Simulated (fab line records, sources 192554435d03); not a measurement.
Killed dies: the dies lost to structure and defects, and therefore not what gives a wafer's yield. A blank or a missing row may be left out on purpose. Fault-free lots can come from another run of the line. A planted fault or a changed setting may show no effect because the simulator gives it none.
Problem report in the 8D (eight disciplines) form, filled by code	flow n5-finfet	the parts of the form that need people (team, actions taken, sign-off) are left out

## 1. WHAT WENT WRONG
At N5_BEOL_M12_SPUTTER_44, cathode-dc-power-W averages 11045 W over 6 wafers from 2 lots, while fault-free wafers read 15000 W, standard deviation 2.6. So: -99 or more standard deviations from the usual mean.
The step: material Ta, target thk 10 nm, time 16.13 s.
Earliest sighting: wafer L576.4 on pvd-sputter-01 at day 14 16:02. The record holds 29 wafers of 10 lots with a number at this step. Rule for "out", or "out of limits": more than 4 standard deviations from the usual mean. All remaining wafers that have a number are taken as sound.

## 2. WHAT IT IS; WHAT IT IS NOT
question	is	is not
which readings at this step	cathode-dc-power-W	-
which lots	L576, L582	L565, L566, L567, L574, L575, L577, L581, L587
which wafers of those lots	all that have a number	-
read on which tools	pvd-sputter-01	pvd-sputter-02, pvd-sputter-03
when	from day 14 16:02	up to then (15 sound wafers); but 8 sound wafers of L577, L581, L587 came after

## 3. WHAT RULES OUT EACH SUSPECT
Counting: a tool at a process step up to the reading stays a suspect if it ran every lot that is out and no sound lot after the first of them.
- pvd-sputter-01 at N5_BEOL_M12_SPUTTER_44 (material Ta, target thk 10 nm, time 16.13 s): kept. Every lot that is out went through it, starting with L576 (day 14 16:02), and after that it ran no sound lot; the last sound lot it ran before then is L575 (day 13 23:10). Its own cathode-dc-power-W readings are out on those wafers.
Remaining after the count: pvd-sputter-01 at N5_BEOL_M12_SPUTTER_44.

## 4. THE CAUSE (what the simulator had put in)
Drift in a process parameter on pvd-sputter-01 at N5_BEOL_M12_SPUTTER_44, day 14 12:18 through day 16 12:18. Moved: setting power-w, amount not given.
Only this tool survived the counting.

## 5. THE EFFECT CHAIN, in route order
Each row: a reading where the mean over the struck wafers with a number is more than 3 standard deviations away from the usual. Only readings whose record carries a usual standard deviation are examined. hours: median over the lots of the time between each lot's start at the first step of this table that gives one and its start at this step. sigmas: the change, counted in usual standard deviations.
hours	step	reading	usual	on struck wafers	change	sigmas
0	N5_BEOL_M12_SPUTTER_44	cathode-dc-power-W	15000 W	11045	-3955	-99 or more
1	N5_BEOL_M12_CMP_49	barrier-field-endpoint-s	30.7 s	27.3	-3.4	-4.3
Here are the process steps it includes:
- N5_BEOL_M12_SPUTTER_44: material Ta, target thk 10 nm, time 16.13 s.
- N5_BEOL_M12_CMP_49: polishes, stops on SiOC, t overpolish 20.6 s, target thk 320 nm.

## 6. HOW IT WOULD HAVE BEEN CAUGHT EARLIER
First out-of-limits reading in this record: day 14 16:02, which is 4 hours after fault onset at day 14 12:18.
